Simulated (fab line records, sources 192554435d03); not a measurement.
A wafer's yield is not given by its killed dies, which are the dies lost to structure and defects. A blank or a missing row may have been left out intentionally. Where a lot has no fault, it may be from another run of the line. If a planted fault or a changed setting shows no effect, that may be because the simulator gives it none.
Comparing a struck lot with a sound one -- flow n5 finfet -- 17 out of 1938 route steps
Sound: these wafers, L444.1, L444.2, L444.3. The struck wafers were L441.1, L441.3, L441.5. The cause is given at the end.
For every step that has rows: the tool of each side, followed by ch and its chambers, followed by its first start. Under that, the readings that differ: sound wafers -- struck wafers -- difference of the means -- sigmas: that difference in standard deviations of wafers without a fault.
alike: same words and numbers on both sides, and readings whose means sit less than 2 such deviations apart. not compared: any withheld reading, any reading some wafer has no value for, any bound like >300 that may hide the same value, and any number with overlapping values for which the record gives no deviation.
The two part at a step that has a row with sigmas, a row that says differs or no value, or rows on one side only. Non-overlapping numbers with no deviation appear without sigmas and do not part them. A reading that every wafer of one side lacks parts them only if that side has two wafers or more.

first, 10 steps without rows for these wafers: N5_SDB_PRECLEAN_23 (cleans in dHF, time 30 s); N5_SDB_DUMMY_REMOVE_24 (chemistry TMAH, target poly-Si, stops on SiO2, target depth 142 nm, time 57 s, rinse time 30 s); N5_SDB_ETCH_25 (etches SiO2 in C4F6/O2, target depth 10 nm, time 3.3 s); N5_SDB_CUT_ETCH_26 (etches Si in HBr/Cl2/O2, target depth 129.6 nm, bt time 20 s, time 51.8 s); N5_SDB_PRECLEAN_38 (cleans in dHF, time 10 s); N5_SDB_PRECLEAN_39 (cleans in O3/DIW, time 45 s); N5_SDB_SRD_28 (time 30 s); N5_SDB_ALD_29 (deposits SiNx, target thk 30 nm, pulse time 1 s, ald cycles 600); N5_SDB_CMP_30 (polishes, stops on poly-Si, t overpolish 1.54 s, target thk 30 nm); N5_DUMMY_REMOVAL_HM_STRIP_01 (strips SiNx in CH3F/O2, stops on poly-Si, target depth 4 nm, time 6.8 s).
N5_DUMMY_REMOVAL_STRIP_10: strips in N2/H2, time 40 s.
  sound on rie diel-02 ch 0,1,2, day 9 02:25; struck on rie diel-02 ch 0,1,2, day 8 04:03
  no value came back on the struck wafers for any of 9 readings (bias power w (W), chamber pressure mTorr (mTorr) and others); on the sound wafers bias power w (W) reads 2.999 2.996 3.001
then, 2 steps without rows for these wafers: N5_DUMMY_REMOVAL_PRECLEAN_07 (cleans in dHF, time 30 s); N5_DUMMY_REMOVAL_DUMMY_REMOVE_02 (chemistry TMAH, target poly-Si, stops on SiO2, target depth 142 nm, time 57 s, rinse time 30 s).
N5_DUMMY_REMOVAL_INSPECT_06: inspects for defects (brightfield).
  sound: defect inspect-01 at day 9 02:35; struck: defect inspect-01 at day 8 04:13
reading,sound,struck,difference,sigmas
raw defect count,8 20 18,123 127 118,+107,+20
then, 1 step without rows for these wafers: N5_DUMMY_REMOVAL_PRECLEAN_08 (cleans in NF3:NH3, afs cycles 2, time 20 s, sublimation time 60 s).
N5_BEOL_M4_RC_MEAS_101:
  the record has rows for the sound wafers here (prober-01 ch 0, day 13 14:53) and none for the struck ones
-- here the record skips 9 days between the struck wafers' starts before and after, leaving off in module BEOL_M4 and picking up in module PASSIVATION (first step shown: number 1936 of the route) --
N5_PASSIVATION_PROBE_49:
  rows exist in the record for the struck wafers here (prober-01, day 16 19:37), but not for the sound ones

## WHERE THEY PART
Earliest at N5_DUMMY_REMOVAL_STRIP_10; latest, in this record, at N5_PASSIVATION_PROBE_49.

WHY: whatever the simulator had introduced
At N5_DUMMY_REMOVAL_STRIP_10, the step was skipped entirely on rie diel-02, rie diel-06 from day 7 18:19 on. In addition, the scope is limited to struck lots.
